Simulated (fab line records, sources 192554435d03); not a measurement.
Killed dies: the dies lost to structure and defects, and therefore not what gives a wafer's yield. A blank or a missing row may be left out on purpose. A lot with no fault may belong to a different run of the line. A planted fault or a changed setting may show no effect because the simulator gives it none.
Matching of chambers -- flow n5-finfet -- N5_FIN_CUT_ETCH_30 on rie-diel-03 has 4 sister chambers
The step etches underlayer in N2/H2, target depth 13 nm, time 10.4 s. 14 wafers are shown with their chamber, then 7 later ones without.

## WAFERS WITH THEIR CHAMBER
wafer,chamber,drypump-motor-current-A (A),throttle-valve-pct (%),oes-product-au (a.u.)
L080.1,2,6.2,17.86,0.63
L080.3,1,6.1,18.00,0.64
L080.5,1,6.1,17.99,0.63
L083.2,2,6.1,17.87,0.62
L083.4,0,4.9,18.09,0.68
L083.6,3,6.3,18.22,0.60
L085.2,1,6.0,17.99,0.63
L085.5,0,4.9,18.09,0.67
L085.6,3,6.3,18.22,0.60
L088.2,1,6.1,18.02,0.63
L088.3,2,6.1,17.89,0.61
L088.4,0,4.9,18.11,0.67
L089.1,3,6.3,18.23,0.59
L089.4,3,6.3,18.25,0.59

SIGNATURES (means of the wafers above)
reading,chamber 0,chamber 1,chamber 2,chamber 3,scatter within a chamber
drypump-motor-current-A,4.900,6.075,6.133,6.300,0.0376
throttle-valve-pct,18.0967,18.0000,17.8733,18.2300,0.0139
oes-product-au,0.6733,0.6325,0.6200,0.5950,0.00665
Rule: a wafer lies at a distance from a chamber equal to the root of the sum of squares, over the readings, of (its reading less the chamber's mean, divided by the reading's scatter). The wafer belongs to the nearest chamber; if the next one is less than 2 further off, it can't be placed. The scatter is the square root of a quotient: the sum, over the shown wafers, of each reading's squared deviation from its chamber's mean, divided by wafers minus chambers.

## WAFERS WITHOUT THEIR CHAMBER
wafer,drypump-motor-current-A (A),throttle-valve-pct (%),oes-product-au (a.u.)
L089.6,4.9,18.11,0.67
L093.2,4.9,18.15,0.66
L093.3,6.0,18.03,0.63
L093.4,6.3,18.27,0.58
L094.3,6.1,18.04,0.63
L094.5,6.3,18.25,0.58
L094.6,4.9,18.15,0.67

## WHICH CHAMBER EACH ONE RAN IN
wafer,from the rows above,in truth
L089.6,0,0
L093.2,0,0
L093.3,1,1
L093.4,3,3
L094.3,1,1
L094.5,3,3
L094.6,0,0
Correct placement for 7 of the 7. From these rows, 0 cannot be placed. 0 placed wrongly.
